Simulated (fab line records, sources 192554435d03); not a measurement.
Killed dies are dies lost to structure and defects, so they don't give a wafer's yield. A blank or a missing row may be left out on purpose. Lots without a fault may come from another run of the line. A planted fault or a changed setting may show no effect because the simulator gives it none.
fab line records | flow n5_finfet
record lots=6 wafers=18 last_day=18
route steps=1938 shown BEOL_M8@1346
lots that met no fault: from a run of the same line without faults
start_h: hours from the record's first day to the start of the lot's first wafer shown | wait_h: hours since the lot's step before | " the same as in the row above | L1.1+2: a row that stands for several wafers | - no value, or no start given | * or withheld: withheld | < > ~ a bound
route shown NAME@n: a module of which the file shows steps, and the number in the route of the first | usual: mean/standard deviation of fault-free wafers | same: alike in all rows | chamber/n: place in a boat | sites: the reading at each site | _std_site: their standard deviation | _edge_site: outer sites' mean less inner sites' | radius_mm: how far each site lies from the wafer's centre | mask NAME#n: copy n | behind: the tool/chamber that last shaped the wafer | hold: why the lot was held/for how many hours/how that ended | device: the transistor (n, p or np) that didn't switch | end of line: the same wafers' tests at the end of the route | a step without rows: its recipe alone | killed: dies lost to structure and defects at the first sort, not the wafer's yield | map: a wafer's dies, x killed, . not, _ none there
set.NAME: the setting as run; set.NAME@STEP: as run at that earlier step | model.NAME: the simulator's own value behind a step, which no gauge read
lots at some steps of the route; a table a step, a row a wafer
services: from which hour (start_h, from the record's first day; less than 0 if before it) a tool's chamber was out of use, for how many hours, and why
## steps
# step N5_BEOL_M8_OVL_MEAS_12
# recipe points_per_wafer=44
# usual M8_OVL=0.2/0.59
# same points_per_wafer=44
# columns lot.wafer tool chamber start_h wait_h M8_OVL[nm]
L102.1 overlay-01 0 249.55 0.0 -1.2
L102.3 " 0 " " 0.3
L102.6 " 0 " " 1.1
L108.2 overlay-02 0 285.64 0.0 0.1
L108.5 " 0 " " 0.0
L108.6 " 0 " " 0.1
L110.2 overlay-01 0 302.99 0.0 -0.7
L110.3 " 0 " " -0.9
L110.6 " 0 " " -0.2
L113.1 overlay-02 0 308.18 0.0 -0.4
L113.2 " 0 " " -0.4
L113.5 " 0 " " -0.4
L118.1 overlay-02 0 348.45 0.0 0.7
L118.3 " 0 " " -0.2
L118.4 " 0 " " 0.1
L117.1 overlay-01 0 349.99 0.0 0.1
L117.3 " 0 " " 0.9
L117.5 " 0 " " 0.0
# step N5_BEOL_M8_INSPECT_13
# recipe mode=adi inspect_instrument=brightfield
# usual raw_defect_count=440/110
# columns lot.wafer tool chamber start_h wait_h raw_defect_count
L102.1 defect_inspect-01 - 249.57 0.0 426
L102.3 " - " " 451
L102.6 " - " " 481
L108.2 defect_inspect-01 - 285.66 0.0 485
L108.5 " - " " 465
L108.6 " - " " 605
L110.2 defect_inspect-02 - 303.01 0.0 513
L110.3 " - " " 631
L110.6 " - " " 469
L113.1 defect_inspect-01 - 308.20 0.0 360
L113.2 " - " " 407
L113.5 " - " " 357
L118.1 defect_inspect-01 - 348.48 0.0 424
L118.3 " - " " 470
L118.4 " - " " 370
L117.1 defect_inspect-01 - 350.01 0.0 403
L117.3 " - " " 392
L117.5 " - " " 371
# step N5_BEOL_M8_DESCUM_16
# recipe chemistry=O2 time_s=7.9 source_power_w=50 bias_power_w=20 pressure_mtorr=20 rf_frequency_hz=2.712e+07 temp_c=40 resist=CAR-ArF o2_flow_sccm=225
# usual bias_power_w=19.99/0.067 drypump_motor_current_A=5.7/0.53 oes_product_au=0.81/0.088 rf_vpp_V=243.8/1.3 showerhead_plenum_p_Torr=2.14/0.061 throttle_valve_pct=20.36/0.28
# same time_s=7.9
# columns lot.wafer tool chamber start_h wait_h bias_power_w drypump_motor_current_A oes_product_au rf_hours_counter_h rf_vpp_V showerhead_plenum_p_Torr throttle_valve_pct
L102.1 rie_diel-03 3 250.38 0.8 19.88 6.0 0.78 127 243.3 2.03 20.63
L102.3 " 0 " " 20.10 5.2 0.84 57 244.9 2.11 20.12
L102.6 " 2 " " 19.90 5.0 0.80 - 243.0 2.13 20.79
L108.2 rie_diel-03 3 285.89 0.2 20.06 6.0 0.78 140 241.2 2.03 20.63
L108.5 " 1 " " 20.07 5.4 0.69 - 243.9 2.15 20.56
L108.6 " 2 " " 19.97 5.0 0.78 - 243.2 2.12 20.80
L110.2 rie_diel-03 2 303.05 0.0 20.01 5.0 0.78 120 243.5 2.12 20.83
L110.3 " 0 " " 20.03 5.2 0.83 77 243.0 2.10 20.16
L110.6 " 2 " " 19.99 5.0 0.79 - 243.7 2.12 20.82
L113.1 rie_diel-01 3 308.46 0.3 19.99 6.6 0.86 40 244.7 2.13 20.21
L113.2 " 1 " " 19.96 5.8 0.91 33 244.5 2.22 19.92
L113.5 " 1 " " 19.86 5.8 0.92 - 245.2 2.22 19.92
L118.1 rie_diel-03 0 348.66 0.2 20.07 5.2 0.81 90 243.4 2.10 20.18
L118.3 " 1 " " 19.93 5.5 0.67 245 242.9 2.15 20.58
L118.4 " 2 " " 19.85 5.0 0.76 139 242.7 2.11 20.84
L117.1 rie_diel-01 2 350.05 0.0 19.96 5.2 0.76 123 244.6 2.17 20.16
L117.3 " 1 " " 19.99 5.8 0.90 47 243.5 2.21 19.96
L117.5 " 3 " " 20.06 6.6 0.83 - 243.3 2.13 20.22
# step N5_BEOL_M8_ETCH_61
# recipe chemistry=CF4 target=SiARC target_depth_a=455 mask_material=CAR-ArF time_s=75.8 ion_energy_ev=80 pressure_mtorr=40 source_w=545 bias_w=36 Ar_flow_sccm=100 cf4_flow_sccm=100 ends=cleared
# usual drypump_motor_current_A=5.7/0.53 etch_rf_on_time_s=74.7/2 mfc_ar_sccm=100.1/0.3 oes_product_au=0.70/0.075 rf_vpp_V=184.6/1 showerhead_plenum_p_Torr=2.18/0.065 throttle_valve_pct=15.53/0.21
# columns lot.wafer tool chamber start_h wait_h drypump_motor_current_A etch_rf_on_time_s mfc_ar_sccm oes_product_au rf_hours_counter_h rf_vpp_V showerhead_plenum_p_Torr throttle_valve_pct
L102.1 rie_diel-03 3 250.41 0.0 6.0 73.6 100.1 0.68 127 183.7 2.06 15.65
L102.3 " 0 " " 5.2 76.8 100.1 0.72 57 184.5 2.16 15.33
L102.6 " 2 " " 5.0 73.3 100.4 0.69 - 184.8 2.17 15.87
L108.2 rie_diel-03 3 285.93 0.0 5.9 74.0 99.9 0.67 140 184.3 2.06 15.67
L108.5 " 1 " " 5.5 73.7 100.3 0.60 - 184.4 2.19 15.74
L108.6 " 2 " " 5.0 74.3 100.2 0.67 - 185.1 2.16 15.88
L110.2 rie_diel-03 2 303.08 0.0 5.0 73.9 99.8 0.67 120 183.9 2.16 15.91
L110.3 " 0 " " 5.2 78.1 99.8 0.70 77 185.6 2.15 15.37
L110.6 " 2 " " 5.0 73.8 100.1 0.67 - 185.2 2.16 15.91
L113.1 rie_diel-01 3 308.50 0.0 6.6 73.1 99.5 0.75 40 183.3 2.18 15.37
L113.2 " 1 " " 5.8 74.7 99.6 0.78 33 186.2 2.29 15.24
L113.5 " 1 " " 5.8 74.7 100.2 0.77 - 185.9 2.29 15.25
L118.1 rie_diel-03 0 348.70 0.0 5.2 77.7 100.2 0.69 90 183.7 2.15 15.41
L118.3 " 1 " " 5.5 72.8 99.8 0.59 245 185.1 2.19 15.80
L118.4 " 2 " " 5.0 73.5 99.7 0.66 139 183.5 2.16 15.95
L117.1 rie_diel-01 2 350.08 0.0 5.2 72.7 100.2 0.68 123 185.0 2.24 15.53
L117.3 " 1 " " 5.8 73.7 100.3 0.76 47 184.8 2.28 15.27
L117.5 " 3 " " 6.6 72.7 99.9 0.72 - 186.3 2.17 15.39
# step N5_BEOL_M8_ETCH_62
# recipe chemistry=N2/H2 target=SOC target_depth_a=1100 overetch_a=220 mask_material=SiARC temp_c=40 time_s=165 ion_energy_ev=200 pressure_mtorr=30 source_w=840 bias_w=150 n2_flow_sccm=200 h2_flow_sccm=200
# usual drypump_motor_current_A=5.7/0.53 oes_product_au=0.69/0.072 rf_vpp_V=525.4/2.2 showerhead_plenum_p_Torr=2.59/0.079 throttle_valve_pct=17.72/0.27
# same time_s=165
# columns lot.wafer tool chamber start_h wait_h drypump_motor_current_A oes_product_au rf_hours_counter_h rf_vpp_V showerhead_plenum_p_Torr throttle_valve_pct
L102.1 rie_diel-03 3 250.47 0.0 5.9 0.66 128 520.1 2.43 17.70
L102.3 " 0 " " 5.2 0.72 57 523.2 2.58 17.57
L102.6 " 2 " " 5.0 0.67 - 524.3 2.58 18.23
L108.2 rie_diel-03 3 285.98 0.0 6.0 0.65 140 520.0 2.42 17.70
L108.5 " 1 " " 5.5 0.59 - 525.8 2.61 17.95
L108.6 " 2 " " 5.0 0.65 - 525.3 2.57 18.25
L110.2 rie_diel-03 3 303.14 0.0 5.9 0.64 145 522.0 2.42 17.72
L110.3 " 0 " " 5.2 0.70 77 524.7 2.57 17.62
L110.6 " 3 " " 6.0 0.65 - 521.4 2.42 17.71
L113.1 rie_diel-01 3 308.55 0.0 6.6 0.73 40 525.1 2.59 17.58
L113.2 " 1 " " 5.7 0.76 33 527.2 2.68 17.16
L113.5 " 1 " " 5.7 0.76 - 527.2 2.68 17.18
L118.1 rie_diel-03 0 348.75 0.0 5.2 0.69 91 526.1 2.56 17.62
L118.3 " 1 " " 5.5 0.57 245 524.9 2.60 17.99
L118.4 " 2 " " 5.0 0.63 139 522.8 2.56 18.30
L117.1 rie_diel-01 2 350.14 0.0 5.2 0.64 123 526.4 2.68 17.85
L117.3 " 1 " " 5.8 0.75 47 530.2 2.67 17.19
L117.5 " 3 " " 6.6 0.70 - 523.9 2.58 17.60
# step N5_BEOL_M8_STRIP_68
# recipe chemistry=N2/H2 temp_c=40 n2_flow_sccm=200 h2_flow_sccm=200 rf_frequency_hz=6e+07
# step N5_BEOL_M8_STRIP_67
# recipe chemistry=CF4 resist=SiARC power_w=300 bias_power_w=75 pressure_mtorr=50 cf4_flow_sccm=150 rf_frequency_hz=6e+07
# usual bias_power_w=74.99/0.23 drypump_motor_current_A=5.7/0.52 oes_product_au=0.81/0.086 rf_vpp_V=272.0/1.5 showerhead_plenum_p_Torr=1.83/0.058 throttle_valve_pct=13.50/0.22
# columns lot.wafer tool chamber start_h wait_h bias_power_w drypump_motor_current_A oes_product_au rf_hours_counter_h rf_vpp_V showerhead_plenum_p_Torr throttle_valve_pct
L102.1 rie_diel-03 3 250.61 0.0 74.98 5.9 0.78 128 268.4 1.71 13.57
L102.3 " 0 " " 74.92 5.2 0.85 57 270.9 1.82 13.32
L102.6 " 2 " " 74.97 5.0 0.79 - 271.8 1.81 13.77
L108.2 rie_diel-03 3 286.13 0.0 74.71 6.0 0.77 140 269.6 1.71 13.60
L108.5 " 1 " " 75.19 5.5 0.69 - 273.2 1.85 13.81
L108.6 " 2 " " 75.40 5.0 0.78 - 270.4 1.80 13.80
L110.2 rie_diel-03 2 303.28 0.0 75.30 5.0 0.77 120 271.0 1.80 13.81
L110.3 " 1 " " 74.90 5.5 0.69 230 271.6 1.85 13.82
L110.6 " 2 " " 75.07 5.0 0.76 - 271.0 1.80 13.82
L113.1 rie_diel-01 3 308.70 0.0 74.81 6.5 0.85 40 270.0 1.83 13.37
L113.2 " 1 " " 74.98 5.7 0.90 33 273.4 1.91 13.19
L113.5 " 1 " " 74.90 5.7 0.91 - 274.7 1.91 13.19
L118.1 rie_diel-03 0 348.90 0.0 74.94 5.2 0.82 91 271.6 1.81 13.41
L118.3 " 1 " " 75.30 5.5 0.66 245 271.7 1.85 13.86
L118.4 " 2 " " 74.59 5.0 0.75 140 271.0 1.80 13.85
L117.1 rie_diel-01 2 350.28 0.0 74.78 5.3 0.77 123 274.3 1.88 13.51
L117.3 " 1 " " 75.11 5.8 0.88 47 273.6 1.91 13.23
L117.5 " 3 " " 75.12 6.6 0.83 - 271.9 1.83 13.36
# step N5_BEOL_M8_HM_OPEN_17
# recipe chemistry=Cl2/BCl3 target_depth_a=200 overetch_a=60 target=TiN mask_material=SOC ion_energy_ev=150 pressure_mtorr=10 icp_w=1000 bias_w=126 Cl2_flow_sccm=53.25 bcl3_flow_sccm=21.75 Ar_flow_sccm=25
# usual drypump_motor_current_A=5.9/0.44 mfc_ar_sccm=25.00/0.076 oes_product_au=0.65/0.058 throttle_valve_pct=22.22/0.24
# columns lot.wafer tool chamber start_h wait_h drypump_motor_current_A mfc_ar_sccm oes_product_au rf_hours_counter_h throttle_valve_pct
L102.1 rie_metal-02 1 250.66 0.0 5.4 25.00 0.58 83 22.13
L102.3 " 0 " " 5.6 25.05 0.65 - 22.34
L102.6 " 0 " " 5.6 25.02 0.65 - 22.36
L108.2 rie_metal-01 0 286.17 0.0 5.7 24.86 0.71 27 21.90
L108.5 " 1 " " 6.1 24.94 0.55 - 22.77
L108.6 " 0 " " 5.7 25.07 0.70 - 21.90
L110.2 rie_metal-02 1 303.33 0.0 5.3 24.99 0.59 88 22.13
L110.3 " 0 " " 5.6 25.00 0.64 - 22.39
L110.6 " 0 " " 5.6 25.03 0.64 - 22.36
L113.1 rie_metal-02 0 308.75 0.0 5.6 25.06 0.64 51 22.40
L113.2 " 1 " " 5.3 24.94 0.58 89 22.14
L113.5 " 0 " " 5.6 24.86 0.63 - 22.38
L118.1 rie_metal-02 0 348.94 0.0 5.6 25.09 0.63 55 22.38
L118.3 " 1 " " 5.4 24.92 0.57 - 22.15
L118.4 " 0 " " 5.6 24.96 0.63 - 22.40
L117.1 rie_metal-02 1 350.33 0.0 5.3 25.11 0.57 93 22.15
L117.3 " 1 " " 5.3 25.09 0.56 - 22.14
L117.5 " 0 " " 5.6 25.07 0.63 - 22.39
# step N5_BEOL_M8_STRIP_19
# recipe chemistry=O2 power_w=400 temp_c=40 pressure_mtorr=30 rf_frequency_hz=6e+07 bias_power_w=0 overash_fraction=0.2 o2_flow_sccm=225
# step N5_BEOL_M8_CD_MEAS_18
# recipe pitch_nm=80 target_cd_nm=40
# usual cd_nm=39.9/0.56
# columns lot.wafer tool chamber start_h wait_h cd_nm
L102.1 cd_sem-01 - 250.85 0.0 39.3
L102.3 " - " " 40.2
L102.6 " - " " 40.3
L108.2 cd_sem-03 - 286.40 0.1 40.3
L108.5 " - " " 39.5
L108.6 " - " " 39.6
L110.2 cd_sem-02 - 303.54 0.1 40.0
L110.3 " - " " 40.9
L110.6 " - " " 40.5
L113.1 cd_sem-03 - 308.93 0.0 39.7
L113.2 " - " " 40.5
L113.5 " - " " 39.8
L118.1 cd_sem-03 - 349.17 0.1 39.8
L118.3 " - " " 39.7
L118.4 " - " " 40.0
L117.1 cd_sem-02 - 350.51 0.0 40.4
L117.3 " - " " 40.6
L117.5 " - " " 40.0
# step N5_BEOL_M8_COAT_63
# recipe resist=SOC temp_c=250 time_s=60 spin_rpm=1500 resist_thk_nm=60
# step N5_BEOL_M8_COAT_64
# recipe resist=SiARC temp_c=220 time_s=60 spin_rpm=1500 resist_thk_nm=12
# step N5_BEOL_M8_COAT_71
# recipe resist=underlayer temp_c=205 time_s=60 spin_rpm=1500 resist_thk_nm=5
# usual heater_power_total_W=391.6/1.3 plate_temp_C=205.01/0.16 spin_speed_rpm=1499.9/1
# same time_s=60
# columns lot.wafer tool chamber start_h wait_h heater_power_total_W plate_temp_C spin_speed_rpm
L102.1 litho_track-01 0 250.89 - 392.7 204.70 1499.2
L102.3 " 0 " " 391.9 204.94 1497.8
L102.6 " 0 " " 391.2 205.08 1500.1
L108.2 litho_track-05 0 291.45 - 391.1 205.21 1501.4
L108.5 " 0 " " 389.7 204.86 1500.1
L108.6 " 0 " " 390.9 205.06 1501.3
L110.2 litho_track-01 0 303.58 - 384.7 202.59 1499.7
L110.3 " 0 " " 384.5 202.67 1498.7
L110.6 " 0 " " 387.2 202.68 1499.0
L113.1 litho_track-01 0 310.11 - 388.4 202.70 1501.8
L113.2 " 0 " " 386.2 202.78 1501.3
L113.5 " 0 " " 386.7 202.85 1500.6
L118.1 litho_track-02 0 352.67 - 392.9 204.87 1501.8
L118.3 " 0 " " 391.1 205.09 1500.0
L118.4 " 0 " " 392.5 205.36 1500.3
L117.1 litho_track-05 0 352.79 - 392.7 205.10 1500.1
L117.3 " 0 " " 392.5 205.15 1500.7
L117.5 " 0 " " 392.5 204.96 1497.9
# step N5_BEOL_M8_COAT_22
# recipe resist=CAR-EUV spin_rpm=1500 resist_thk_nm=30
## services
# columns tool chamber start_h hours kind
rie_metal-02 1 228.40 16.7 repair
rie_diel-03 3 259.60 4.2 repair
rie_metal-02 1 285.23 5.5 repair
rie_diel-01 0 287.50 1.8 repair
rie_diel-03 0 303.24 7.5 repair
rie_diel-03 1 321.25 4.6 repair
## key
first_sign step=N5_BEOL_M8_COAT_71 reading=plate_temp_C direction=down sigmas=15 usual=* struck=*
effect step=N5_BEOL_M8_COAT_71 reading=heater_power_total_W direction=down sigmas=3.9 usual=* struck=*
met_at N5_BEOL_M8_COAT_71
struck_wafers L110.2,L110.3,L110.6,L113.1,L113.2,L113.5
onset_between 250.89 303.58
fault kind=process_parameter_drift tool=litho_track-01 chamber=- onset_h=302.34 steps=N5_BEOL_M8_COAT_71 channel=temp_c offset=* shape=step end_h=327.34 acts_in=* stated=*
